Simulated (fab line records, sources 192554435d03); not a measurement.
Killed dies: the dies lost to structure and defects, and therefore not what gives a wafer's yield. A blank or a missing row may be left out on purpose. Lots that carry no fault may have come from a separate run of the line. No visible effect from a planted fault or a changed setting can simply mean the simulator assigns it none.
Chamber matching || flow n5Finfet || pecvd-02 running N5_BEOL_M15_ILD_DEP_00: 3 sister chambers
The step deposits SiO2 from TEOS/O2, target thk 1629.3 nm, time 346.1 s. 6 wafers are shown with their chamber, then 8 later ones without.

EACH WAFER AND ITS CHAMBER
{"wafer": "L078.1", "chamber": 1, "showerheadVppV (V)": 2084, "throttleValvePct (%)": 19.0}
{"wafer": "L078.4", "chamber": 2, "showerheadVppV (V)": 1671, "throttleValvePct (%)": 18.4}
{"wafer": "L084.2", "chamber": 1, "showerheadVppV (V)": 2081, "throttleValvePct (%)": 19.3}
{"wafer": "L084.5", "chamber": 0, "showerheadVppV (V)": 2022, "throttleValvePct (%)": 18.5}
{"wafer": "L084.6", "chamber": 2, "showerheadVppV (V)": 1687, "throttleValvePct (%)": 18.4}
{"wafer": "L090.1", "chamber": 0, "showerheadVppV (V)": 2024, "throttleValvePct (%)": 18.7}

WAFERS WHOSE CHAMBER IS MISSING
{"wafer": "L090.2", "showerheadVppV (V)": 2084, "throttleValvePct (%)": 19.2}
{"wafer": "L090.6", "showerheadVppV (V)": 2116, "throttleValvePct (%)": 18.9}
{"wafer": "L094.1", "showerheadVppV (V)": 1658, "throttleValvePct (%)": 18.6}
{"wafer": "L094.2", "showerheadVppV (V)": 2070, "throttleValvePct (%)": 19.1}
{"wafer": "L094.4", "showerheadVppV (V)": 2089, "throttleValvePct (%)": 19.0}
{"wafer": "L097.2", "showerheadVppV (V)": 2130, "throttleValvePct (%)": 19.1}
{"wafer": "L097.3", "showerheadVppV (V)": 1972, "throttleValvePct (%)": 18.4}
{"wafer": "L097.6", "showerheadVppV (V)": 1996, "throttleValvePct (%)": 18.6}

THE CHAMBER EACH PASSED THROUGH
{"wafer": "L090.2", "from the rows above": 1, "in truth": 1}
{"wafer": "L090.6", "from the rows above": 1, "in truth": 1}
{"wafer": "L094.1", "from the rows above": 2, "in truth": 2}
{"wafer": "L094.2", "from the rows above": 1, "in truth": 1}
{"wafer": "L094.4", "from the rows above": 1, "in truth": 1}
{"wafer": "L097.2", "from the rows above": 1, "in truth": 1}
{"wafer": "L097.3", "from the rows above": 0, "in truth": 0}
{"wafer": "L097.6", "from the rows above": 0, "in truth": 0}
Correct placement for 8 of the 8. Number that these rows cannot place: 0. Wrongly placed: 0.
How it was worked out, from the rows above alone: a wafer's distance from a chamber is the root of the sum, over the readings, of the square of ((its reading less the chamber's mean) divided by the reading's scatter). If the next closest chamber is less than 2 further off than the closest, the wafer can't be placed; otherwise it belongs to the closest. Each chamber's mean is taken over the wafers shown for it. The scatter is the square root of a quotient: the sum, over the shown wafers, of each reading's squared deviation from its chamber's mean, divided by wafers minus chambers.
